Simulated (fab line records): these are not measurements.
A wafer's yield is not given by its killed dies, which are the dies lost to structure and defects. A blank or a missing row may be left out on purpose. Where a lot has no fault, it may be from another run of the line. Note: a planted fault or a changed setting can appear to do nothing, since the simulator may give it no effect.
fab line records	flow nand-harc
[record] lots = 5	wafers = 15	last-day = 33
route steps=1302 shown P_GATE@185 END@1302
lots with no fault: from the same line, run without faults
start-h: hours from the record's opening day to when the first of the lot's shown wafers began	wait-h: hours from the lot's prior step to this one	" unchanged from the row above	L1.1+2: one row covering several wafers at once	- no value, or no start given	* or withheld: withheld	< > ~ a bound
route shown NAME@n: names a module that has steps shown in the file, with the first one's number in the route	usual: mean/standard deviation taken from wafers without a fault	same: alike in all rows	chamber/n: place in a boat	sites: per-site readings	_std_site: the values' standard deviation	_edge_site: outer sites' mean less inner sites'	radius-mm: for every site, how far away it sits from the centre of the wafer	mask NAME#n: copy n	behind: tool/chamber where the wafer was last shaped	hold: what put the lot on hold/how long, in hours/how the hold closed	device: the n, p or np transistor that did not switch	end of line: tests run on the same wafers once the route is complete	for a step that has no rows: nothing shown but its recipe	killed: at the first sort, the dies lost to defects and structure; wafer yield is something else	map: dies across one wafer; x = killed, . = not, _ = none there
set.NAME: the setting as run; set.NAME@STEP: as run at that earlier step	model.NAME: the simulator's own value behind a step, which no gauge read
a table for each step, a row for each wafer; lots at some steps of the route
services: when a tool's chamber went out of use (start-h, in hours from the record's first day, below 0 if earlier), for how many hours, and the reason
[[steps]]
[step NHARC_P_GATE_CD_MEAS_59]
[recipe] target-cd-nm = 720	landing-energy-ev = 500
[usual] cd-nm = 719.4/1.6
[same] landing-energy-ev = 500
lot.wafer	tool	chamber	start-h	wait-h	cd-nm
L714.1	cd-sem-01	0	130.21	-	719.4
L714.3	"	0	"	"	718.0
L714.4	"	0	"	"	720.2
L718.1	cd-sem-02	0	178.91	-	721.2
L718.4	"	0	"	"	718.5
L718.6	"	0	"	"	718.0
L721.4	cd-sem-02	0	202.61	-	721.9
L721.5	"	0	"	"	720.1
L721.6	"	0	"	"	720.8
L729.1	cd-sem-02	0	277.84	-	718.9
L729.3	"	0	"	"	715.2
L729.5	"	0	"	"	717.9
L734.2	cd-sem-03	0	328.96	-	720.0
L734.5	"	0	"	"	719.8
L734.6	"	0	"	"	721.3
[step NHARC_P_GATE_HARDBAKE_60]
[recipe] temp-c = 125	time-s = 80
[step NHARC_P_GATE_DESCUM_61]
[recipe] time-s = 3	o2-flow-sccm = 200	ar-flow-sccm = 0	bias-power-w = 0	chemistry = O2
[usual] drypump-motor-current-A = 5.8/0.47	oes-product-au = 1.001/0.01	rf-vpp-V = 57.8/0.98	showerhead-plenum-p-Torr = 1.90/0.083	throttle-valve-pct = 11.311/0.0092
lot.wafer	tool	chamber	start-h	wait-h	drypump-motor-current-A	oes-product-au	rf-hours-counter-h	rf-vpp-V	showerhead-plenum-p-Torr	throttle-valve-pct
L714.4	rie-diel-10	3	130.37	-	6.2	0.994	3.7	58.4	1.97	11.320
L714.1	"	1	"	"	6.4	0.986	3.7	57.2	1.87	11.299
L714.3	"	2	"	"	6.1	0.974	3.9	57.7	1.89	11.316
L718.1	rie-diel-02	2	179.10	-	5.8	0.996	5.9	59.2	1.78	11.317
L718.4	"	3	"	"	5.7	0.988	6.9	57.4	1.81	11.314
L718.6	"	0	"	"	5.7	1.010	-	57.0	2.00	11.311
L721.4	rie-diel-10	3	202.76	-	6.2	1.003	7.0	58.9	1.97	11.293
L721.6	"	3	"	"	6.2	0.997	-	59.1	1.97	11.306
L721.5	"	0	"	"	6.7	1.015	-	57.2	1.94	11.292
L729.1	rie-diel-02	1	278.02	-	5.7	1.009	2.4	56.7	1.88	11.316
L729.3	"	3	"	"	5.8	1.005	2.9	57.1	1.81	11.317
L729.5	"	0	"	"	5.7	1.013	-	57.8	2.00	11.298
L734.2	rie-diel-12	3	329.16	-	5.1	1.001	4.0	56.2	1.89	11.317
L734.6	"	0	"	"	5.5	1.017	-	58.9	2.05	11.323
L734.5	"	1	"	"	5.9	1.019	-	58.9	1.92	11.311
[step NHARC_P_GATE_IMPLANT_62]
[recipe] energy-kev = 20	dose-cm2 = 3e+15	tilt-deg = 7
[step NHARC_P_GATE_STRIP_112]
[recipe] power-w = 1500	temp-c = 110	time-s = 200	chemistry = N2/H2
[usual] drypump-motor-current-A = 6.0/0.37	heater-power-w = 90/6.4
lot.wafer	tool	chamber	start-h	wait-h	drypump-motor-current-A	heater-power-w	rf-hours-counter-h
L714.1	plasma-asher-01	0	130.75	0.2	6.3	96	27
L714.3	"	0	"	"	6.3	97	-
L714.4	"	1	"	"	5.3	99	-
L718.1	plasma-asher-01	1	179.49	0.2	5.3	99	0
L718.4	"	1	"	"	5.3	100	-
L718.6	"	0	"	"	6.4	91	-
L721.4	plasma-asher-01	0	203.26	0.2	6.4	93	-
L721.6	"	1	"	"	5.3	99	-
L721.5	"	0	"	"	6.3	98	-
L729.1	plasma-asher-02	1	278.44	0.2	6.2	91	3
L729.3	"	1	"	"	6.2	91	-
L729.5	"	1	"	"	6.2	90	-
L734.2	plasma-asher-02	1	329.49	0.2	6.3	92	12
L734.5	"	1	"	"	6.2	90	-
L734.6	"	0	"	"	5.9	80	-
[step NHARC_P_GATE_STRIP_76]
[recipe] power-w = 1500	temp-c = 250	chemistry = O2
[usual] drypump-motor-current-A = 6.0/0.37	heater-power-w = 339/25
lot.wafer	tool	chamber	start-h	wait-h	drypump-motor-current-A	heater-power-w	rf-hours-counter-h
L714.1	plasma-asher-01	0	131.01	0.2	6.4	355	27
L714.3	"	0	"	"	6.4	355	-
L714.4	"	1	"	"	5.3	371	-
L718.1	plasma-asher-01	1	179.72	0.2	5.3	372	1
L718.4	"	1	"	"	5.3	370	-
L718.6	"	0	"	"	6.4	355	-
L721.4	plasma-asher-01	0	203.42	0.1	6.4	357	-
L721.6	"	1	"	"	5.3	377	-
L721.5	"	0	"	"	6.3	358	-
L729.1	plasma-asher-02	1	278.67	0.2	6.3	346	3
L729.3	"	1	"	"	6.3	346	-
L729.5	"	1	"	"	6.2	325	-
L734.2	plasma-asher-02	1	329.75	0.2	6.2	340	12
L734.5	"	1	"	"	6.2	337	-
L734.6	"	0	"	"	5.9	295	-
[step NHARC_P_GATE_STRIP_63]
[recipe] time-s = 900	temp-c = 130	chemistry = SPM
[step NHARC_P_GATE_DEHYDRATE_83]
[recipe] temp-c = 150	time-s = 120
[step NHARC_P_GATE_HMDS_84]
[recipe] time-s = 30
[step NHARC_P_GATE_COAT_85]
[recipe] spin-rpm = 3000
[step NHARC_P_GATE_SOFTBAKE_86]
[recipe] temp-c = 122	time-s = 95
[step NHARC_P_GATE_EBR_87]
[step NHARC_P_GATE_EXPOSE_88]
[recipe] na = 0.6	target-cd-nm = 2000	dose-mj = 11.87	mask-id = P_HVN
lot.wafer	tool	chamber	start-h	wait-h	mask
L714.1+3+4	krf-scanner-01	0	131.77	-	P_HVN#0
L718.1+4+6	krf-scanner-01	0	180.47	-	P_HVN#0
L721.4+5+6	krf-scanner-01	0	204.18	-	P_HVN_R1#0
L729.1+3+5	krf-scanner-02	0	279.42	-	P_HVN#0
L734.2+5+6	krf-scanner-03	0	330.52	-	P_HVN#0
[step NHARC_P_GATE_PEB_89]
[recipe] peb-temp-c = 118	peb-time-s = 85
[step NHARC_P_GATE_DEVELOP_90]
[recipe] time-s = 70
[step NHARC_P_GATE_CD_MEAS_91]
[recipe] target-cd-nm = 2000	landing-energy-ev = 500
[usual] cd-nm = 1999.8/1.9
[same] landing-energy-ev = 500
lot.wafer	tool	chamber	start-h	wait-h	hold	cd-nm
L714.1	cd-sem-01	0	131.93	-	-	1998.7
L714.3	"	0	"	"	-	1999.2
L714.4	"	0	"	"	-	1996.7
L718.1	cd-sem-03	0	180.62	-	-	2001.3
L718.4	"	0	"	"	-	2003.6
L718.6	"	0	"	"	-	2000.9
L721.4	cd-sem-02	0	204.32	-	await-dispo/0.2h/release	1977.0
L721.5	"	0	"	"	await-dispo/0.2h/release	1977.7
L721.6	"	0	"	"	await-dispo/0.2h/release	1975.6
L721.4	cd-sem-02	0	-	-	-	1976.1
L721.5	"	0	"	"	-	1977.8
L721.6	"	0	"	"	-	1976.0
L729.1	cd-sem-02	0	279.58	-	-	2002.4
L729.3	"	0	"	"	-	2003.2
L729.5	"	0	"	"	-	2003.2
L734.2	cd-sem-01	0	330.67	-	-	2001.7
L734.5	"	0	"	"	-	1999.9
L734.6	"	0	"	"	-	1998.0
[step NHARC_P_GATE_DESCUM_93]
[recipe] time-s = 3	o2-flow-sccm = 200	ar-flow-sccm = 0	bias-power-w = 0	chemistry = O2
[usual] drypump-motor-current-A = 5.7/0.52	oes-product-au = 1.000/0.011	rf-vpp-V = 57.8/0.82	showerhead-plenum-p-Torr = 1.92/0.078	throttle-valve-pct = 11.312/0.0093
lot.wafer	tool	chamber	start-h	wait-h	drypump-motor-current-A	oes-product-au	rf-hours-counter-h	rf-vpp-V	showerhead-plenum-p-Torr	throttle-valve-pct	model.P_GATE.cd-nm
L714.1	rie-diel-02	1	132.09	-	5.7	0.987	5	59.3	1.89	11.307	2000
L714.3	"	2	"	"	5.8	0.997	5	57.4	1.78	11.312	1999
L714.4	"	3	"	"	5.7	0.986	6	57.4	1.81	11.317	1996
L718.1	rie-diel-10	1	180.78	-	6.4	0.997	6	58.5	1.87	11.307	2001
L718.4	"	3	"	"	6.2	0.999	6	58.4	1.97	11.322	2004
L718.6	"	1	"	"	6.4	1.000	-	58.5	1.87	11.301	2000
L721.4	rie-diel-02	0	206.10	-	5.7	0.995	9	56.6	2.00	11.333	1977
L721.6	"	1	"	"	5.7	0.982	-	58.4	1.88	11.317	1976
L721.5	"	2	"	"	5.8	0.998	-	56.1	1.78	11.304	1978
L729.1	rie-diel-10	0	279.75	-	6.7	0.996	1	57.5	1.94	11.331	2002
L729.3	"	1	"	"	6.5	1.009	1	58.1	1.86	11.302	2003
L729.5	"	3	"	"	6.2	1.009	-	58.0	1.97	11.308	2003
L734.2	rie-diel-10	3	330.84	-	6.2	1.003	4	56.6	1.97	11.322	2002
L734.6	"	2	"	"	6.0	1.003	-	58.3	1.88	11.325	1998
L734.5	"	3	"	"	6.2	1.010	-	57.2	1.97	11.318	2000
[step NHARC_P_GATE_IMPLANT_94]
[recipe] energy-kev = 60	dose-cm2 = 2e+15	tilt-deg = 7
[step NHARC_END_SORT_01]
[recipe] temp-c = 25
[usual] killed-at-array = 59/24	killed-at-other = 0.7/1.2	killed-at-periphery = 3.5/2.6	killed-dies = 63/24	killed-open = 3.2/2.1	killed-short = 2.4/1.5
[same] gross-dies = 677
lot.wafer	tool	chamber	start-h	wait-h	killed-at-array	killed-at-other	killed-at-periphery	killed-dies	killed-open	killed-short
L714.1	prober-01	0	581.48	2.5	54	0	2	56	5	0
L714.3	prober-01	0	583.08	3.1	69	0	6	75	4	2
L714.4	prober-01	0	583.89	3.4	54	0	7	61	8	2
L718.1	prober-01	0	624.44	2.5	104	2	2	108	8	0
L718.4	prober-01	0	626.83	3.4	98	0	5	103	1	3
L718.6	prober-01	0	628.42	4.0	100	4	0	104	6	0
L721.5	prober-01	0	671.92	3.8	51	1	5	57	3	2
L729.1	prober-01	0	766.59	2.5	51	2	3	56	2	2
L729.3	prober-01	0	768.18	3.1	35	0	3	38	2	3
L729.5	prober-01	0	769.77	3.7	36	0	5	41	3	4
L734.2	prober-01	0	790.91	2.8	69	0	3	72	1	5
L734.5	prober-01	0	793.29	3.7	59	1	4	64	1	2
L734.6	prober-01	0	794.08	4.0	66	0	8	74	2	2
// killed by level:class
L714.1 A_CHANNEL_HOLE_D1:chamber-film-flake=26 A_SLIT:chamber-film-flake=17 A_STAIRCASE:chamber-film-flake=3 A_ONON_D2:geometric-particle:open=2 A_CHANNEL_HOLE_D2:chamber-film-flake=2 P_GATE:geometric-particle:open=1 A_M0:geometric-particle:open=1 A_WL_FILL:geometric-particle:open=1
L714.3 A_CHANNEL_HOLE_D1:chamber-film-flake=35 A_SLIT:chamber-film-flake=16 A_CHANNEL_HOLE_D2:chamber-film-flake=5 A_CONTACT:chamber-film-flake=5 A_M0:geometric-particle:open=2 P_GATE:chamber-film-flake=2 A_STAIRCASE:chamber-film-flake=2 A_M1:chamber-film-flake=2
L714.4 A_CHANNEL_HOLE_D1:chamber-film-flake=25 A_SLIT:chamber-film-flake=14 A_CHANNEL_HOLE_D2:chamber-film-flake=4 P_M1:chamber-film-flake=2 P_STI:geometric-particle:open=1 P_CONTACT:geometric-particle:open=1 P_M0:geometric-particle:open=1 P_M1:geometric-particle:open=1
L718.1 A_CHANNEL_HOLE_D1:chamber-film-flake=34 A_CHANNEL_HOLE_D2:chamber-film-flake=31 A_SLIT:chamber-film-flake=29 P_CONTACT:geometric-particle:open=1 A_ONON_D1:geometric-particle:open=1 A_CHANNEL_FILL_D1:geometric-particle:open=1 A_DECK1_JOINT:geometric-particle:open=1 A_CHANNEL_FILL_D2:geometric-particle:open=1
L718.4 A_CHANNEL_HOLE_D1:chamber-film-flake=34 A_SLIT:chamber-film-flake=32 A_CHANNEL_HOLE_D2:chamber-film-flake=26 P_BONDPAD:chamber-film-flake=2 P_M0:geometric-particle:short=1 P_M1:geometric-particle:short=1 A_SGD_CUT:geometric-particle:open=1 A_WL_FILL:geometric-particle:short=1
L718.6 A_CHANNEL_HOLE_D2:chamber-film-flake=34 A_CHANNEL_HOLE_D1:chamber-film-flake=33 A_SLIT:chamber-film-flake=22 THIN_TSV:chamber-film-flake=4 A_ONON_D1:geometric-particle:open=2 A_CHANNEL_FILL_D1:geometric-particle:open=2 A_ZERO_WELL:chamber-film-flake=2 A_CONTACT:chamber-film-flake=2
L721.5 A_CHANNEL_HOLE_D1:chamber-film-flake=29 A_CHANNEL_HOLE_D2:chamber-film-flake=12 A_CONTACT:chamber-film-flake=7 P_CONTACT:geometric-particle:short=1 P_CONTACT:geometric-particle:open=1 P_M2:geometric-particle:short=1 A_SOURCE_PLATE:geometric-particle:open=1 A_CHANNEL_FILL_D1:geometric-particle:open=1
L729.1 A_CHANNEL_HOLE_D1:chamber-film-flake=16 A_STAIRCASE:chamber-film-flake=10 A_SLIT:chamber-film-flake=9 A_SGD_CUT:chamber-film-flake=5 A_WL_FILL:chamber-film-flake=3 A_CHANNEL_FILL_D1:chamber-film-flake=2 A_CONTACT:chamber-film-flake=2 THIN_TSV:chamber-film-flake=2
L729.3 A_STAIRCASE:chamber-film-flake=9 A_CHANNEL_HOLE_D1:chamber-film-flake=9 A_SGD_CUT:chamber-film-flake=4 A_SLIT:chamber-film-flake=4 A_CHANNEL_FILL_D2:chamber-film-flake=2 P_M1:geometric-particle:short=1 A_ONON_D1:geometric-particle:short=1 A_CHANNEL_FILL_D1:geometric-particle:open=1
L729.5 A_CHANNEL_HOLE_D1:chamber-film-flake=13 A_STAIRCASE:chamber-film-flake=6 A_SGD_CUT:chamber-film-flake=4 A_SLIT:chamber-film-flake=3 P_GATE:geometric-particle:open=1 P_CONTACT:geometric-particle:open=1 A_CHANNEL_FILL_D1:geometric-particle:short=1 A_DECK1_JOINT:geometric-particle:short=1
L734.2 A_SLIT:chamber-film-flake=23 A_CHANNEL_HOLE_D2:chamber-film-flake=21 A_CHANNEL_HOLE_D1:chamber-film-flake=12 A_CONTACT:chamber-film-flake=6 A_WL_FILL:geometric-particle:short=2 P_GATE:geometric-particle:short=1 A_CHANNEL_HOLE_D2:geometric-particle:short=1 A_CHANNEL_FILL_D2:geometric-particle:short=1
L734.5 A_CHANNEL_HOLE_D1:chamber-film-flake=18 A_SLIT:chamber-film-flake=18 A_CHANNEL_HOLE_D2:chamber-film-flake=18 P_STI:chamber-film-flake=3 A_CONTACT:chamber-film-flake=2 P_CONTACT:geometric-particle:short=1 A_ONON_D1:geometric-particle:open=1 A_WL_FILL:geometric-particle:short=1
L734.6 A_CHANNEL_HOLE_D2:chamber-film-flake=22 A_SLIT:chamber-film-flake=19 A_CHANNEL_HOLE_D1:chamber-film-flake=14 A_CONTACT:chamber-film-flake=5 P_STI:chamber-film-flake=4 A_ONON_D1:geometric-particle:short=2 P_ZERO_WELL:chamber-film-flake=2 A_CHANNEL_FILL_D2:chamber-film-flake=2
[[services]]
tool	chamber	start-h	hours	kind
krf-scanner-03	-	111.67	3.1	repair
krf-scanner-03	-	115.16	0.5	repair
krf-scanner-01	-	140.00	4.0	pm
krf-scanner-02	-	140.53	0.2	repair
rie-diel-10	1	153.27	6.4	repair
krf-scanner-01	-	154.01	0.3	repair
plasma-asher-01	-	165.00	9.0	pm
krf-scanner-02	-	195.65	0.7	repair
rie-diel-02	-	216.71	9.0	pm
rie-diel-12	1	221.23	14.2	repair
krf-scanner-03	-	224.00	4.0	pm
rie-diel-10	0	236.69	1.6	repair
rie-diel-12	2	239.03	2.4	repair
rie-diel-10	-	242.50	9.0	pm
plasma-asher-02	-	249.24	9.0	pm
rie-diel-12	-	255.44	1.1	repair
rie-diel-10	3	255.71	3.9	repair
krf-scanner-02	-	263.17	0.5	repair
krf-scanner-02	-	267.75	4.0	pm
rie-diel-12	-	268.40	9.0	pm
rie-diel-02	2	277.87	7.5	repair
krf-scanner-03	-	280.11	0.3	repair
krf-scanner-01	-	312.00	4.0	pm
rie-diel-02	3	318.02	19.0	repair
[[key]]
[first-sign] step = NHARC_P_GATE_EXPOSE_88	reading = mask	direction = changed
[effect] step = NHARC_P_GATE_CD_MEAS_91	reading = visit	direction = added
[effect] step = NHARC_P_GATE_CD_MEAS_91	reading = cd-nm	direction = down	sigmas = 12	usual = 1999.8	struck = 1976.8
[model-effect] step = NHARC_P_GATE_DESCUM_93	value = P_GATE.cd-nm	without = 2001	struck = 1977
met-at NHARC_P_GATE_EXPOSE_88
struck-wafers L721.4,L721.5,L721.6
tester-left-out L721
onset-between 180.47 204.18
[fault] kind = wrong-mask	tool = any	chamber = -	onset-h = 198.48	steps = NHARC_P_GATE_EXPOSE_88	aux-copy = P_HVN_R1#0	cd-offset-nm = -23.627	scope = struck-lots-only
// tester-left-out: of these lots the tester's yield and bins aren't shown, on N5 and GAA mostly nor the transistor test; their killed dies are dies lost to structure and defects alone, not to doping, threshold or leakage, so they don't give the yield
